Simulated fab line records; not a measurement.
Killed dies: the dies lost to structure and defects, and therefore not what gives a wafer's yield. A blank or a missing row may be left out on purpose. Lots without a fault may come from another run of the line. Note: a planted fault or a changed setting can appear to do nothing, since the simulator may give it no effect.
A struck lot beside a sound one -- flow nandHarc -- 17 steps out of a route of 1159
Sound: these wafers, L792.4, L792.5, L792.6. Struck: wafer L802.5. (L802.2, L802.6 of the same lot were not struck and are left out.) The cause comes at the end.
At each step with rows: each side's tool, then ch and its chambers, then its first start. Under that, the readings that differ: sound wafers -- struck wafers -- difference of the means -- sigmas: that difference in standard deviations of wafers without a fault.
alike: words and numbers the same on both sides, and readings whose means are apart by under 2 such deviations; not compared: readings that were withheld, readings missing a value for some wafer, numbers with overlapping values and no deviation given by the record, and bounds like >300 which may hide the same value.
The two part at a step that has a row with sigmas, a row that says differs or no value, or rows on one side only. Numbers that have no deviation but don't overlap get no sigmas and don't part them. Lack of a reading on every wafer of one side parts them only where that side has two or more wafers.

NHARC_P_M2_INSPECT_11:
  sound: defectInspect-02 at day 6 13:04; struck: defectInspect-02 at day 9 07:51
  alike: rawDefectCount
then, 1 step without rows for these wafers: NHARC_P_M2_DESCUM_14 (chemistry O2, time 3 s).
NHARC_P_M2_ETCH_35: etches the open film in N2/H2, target depth 40 nm, overetch 12 nm, time 43.94 s.
  sound on rieDiel-06 ch 2,3, day 6 13:13; struck on rieDiel-06 ch 0, day 9 08:01
  alike: drypumpMotorCurrentA, oesProductAu, rfVppV, showerheadPlenumPTorr, throttleValvePct
  not compared: rfHoursCounterH
then, 1 step without rows for these wafers: NHARC_P_M2_ETCH_15 (etches the open film in C4F8/Ar, target depth 182.5 nm, time 91.2 s).
NHARC_P_M2_CD_MEAS_16:
  sound: cdSem-03 at day 6 13:26; struck: cdSem-03 at day 9 08:13
  alike: cdNm
NHARC_P_M2_STRIP_18: strips in N2/H2.
  sound on rieDiel-03 ch 0,1,3, day 6 13:33; struck on rieDiel-06 ch 1, day 9 08:17
  alike: drypumpMotorCurrentA, oesProductAu, rfVppV, showerheadPlenumPTorr, throttleValvePct
  not compared: rfHoursCounterH
NHARC_P_M2_ETCH_28: etches the open film in CF4/N2, target depth 30 nm, time 72.99 s.
  sound on rieDiel-03 ch 0,3; struck on rieDiel-06 ch 2
  alike: drypumpMotorCurrentA, oesProductAu, rfVppV, showerheadPlenumPTorr, throttleValvePct
  not compared: rfHoursCounterH
then, 2 steps without rows for these wafers: NHARC_P_M2_STRIP_19 (strips in post etch residue remover, time 600 s); NHARC_P_M2_DEGAS_29 (time 60 s).
NHARC_P_M2_PRE_CLEAN_30: time 30 s.
  sound on pvdSputter-03; struck on pvdSputter-03
  alike: heaterPowerW
NHARC_P_M2_PVD_20: deposits TaN, target thk 5 nm, time 8.06 s.
  sound on pvdSputter-03; struck on pvdSputter-03
  alike: throttleValvePct
then, 1 step without rows for these wafers: NHARC_P_M2_PVD_21 (deposits Cu, target thk 30 nm, time 20.49 s).
NHARC_P_M2_ECD_22: material Cu, target thk 400 nm.
  sound on ecdCu-02 ch 0,1, day 6 14:40; struck on ecdCu-02 ch 1, day 9 09:19
  alike: bathTempC
then, 1 step without rows for these wafers: NHARC_P_M2_ANNEAL_31 (time 90 s).
NHARC_P_M2_CMP_23: polishes, t overpolish 20 s, target thk 144.3 nm.
  sound on cmp-04 ch 0,1,2, day 6 15:22; struck on cmp-01 ch 0, day 9 10:10
reading,sound,struck,difference,sigmas
timeToEndpointS (s),29.2 26.9 30.6,12.9,-16.0,-7
  alike: motorCurrentA
NHARC_P_M2_THK_MEAS_24: measures by xrf.
  sound: filmMetro-02 at day 6 15:36; struck: filmMetro-02 at day 9 10:24
  alike: thkNm
-- the record jumps here: 13 days lie between the struck wafers' starts before and after (it left off in module P_M2 and takes up again in module END, whose first step shown is number 1159 of the route) --
NHARC_END_SORT_01:
  the record has rows for the struck wafers here (prober-02 ch 0, day 22 11:28) and none for the sound ones

WHERE THEY PART
At NHARC_P_M2_CMP_23 first; at NHARC_END_SORT_01 last (within this record only).

WHY: the cause the simulator had injected
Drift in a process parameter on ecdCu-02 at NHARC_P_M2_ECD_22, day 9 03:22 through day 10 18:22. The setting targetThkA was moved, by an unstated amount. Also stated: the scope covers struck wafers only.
